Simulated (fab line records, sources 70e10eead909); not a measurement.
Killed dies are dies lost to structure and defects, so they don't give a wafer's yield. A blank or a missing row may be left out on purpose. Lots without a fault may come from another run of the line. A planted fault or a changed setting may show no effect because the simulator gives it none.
Which tool did it? | flow nand_harc | 12 lots, 36 wafers sampled, at 1 step of a route of 1302

WHAT THE GAUGES READ, wafer by wafer
NHARC_A_BONDPAD_OVL_MEAS_35.
lot  | measured     | on         | overlay_x_nm (nm)
L075 | day 23 05:43 | overlay-01 | 5 5 6
L077 | day 24 14:04 | overlay-01 | 5 5 5
L079 | day 25 00:52 | overlay-02 | -1 -1 -1
L080 | day 25 19:01 | overlay-01 | -3 -2 -3
L084 | day 27 12:29 | overlay-02 | -2 -2 -2
L085 | day 28 00:44 | overlay-01 | -1 -2 -2
L089 | day 29 04:32 | overlay-02 | 10 10 10
L088 | day 29 11:10 | overlay-02 | -3 -3 -3
L092 | day 30 17:36 | overlay-01 | -2 -2 -1
L095 | day 31 09:18 | overlay-01 | -1 -1 0
L094 | day 31 14:46 | overlay-02 | -10 -10 -10
L097 | day 32 16:03 | overlay-02 | 2 2 2

WHICH TOOL RAN EACH LOT (tool, then ch and the chambers of the sampled wafers, then the start)
The record holds no process step before these readings.

THE ANSWER, worked out from the rows above alone
Rule: what is usual is taken from the lots themselves. Put in order of their means at a reading, lots are off if they are a third of the lots or fewer, leave a main group of 4 or more, and stand apart from it by a gap of 3 or more times the standard deviation of the main group's means; of several such gaps the widest counts. A main group whose means are all the same, to the digits that the tables above print for the reading, isn't used. A lot without any number at a reading at which 4 lots or more have one is off too. The other lots that the step has rows for count as sound.
No lot is off at any reading shown: from this, nothing can be told.

WHAT THE SIMULATOR HAD PUT IN
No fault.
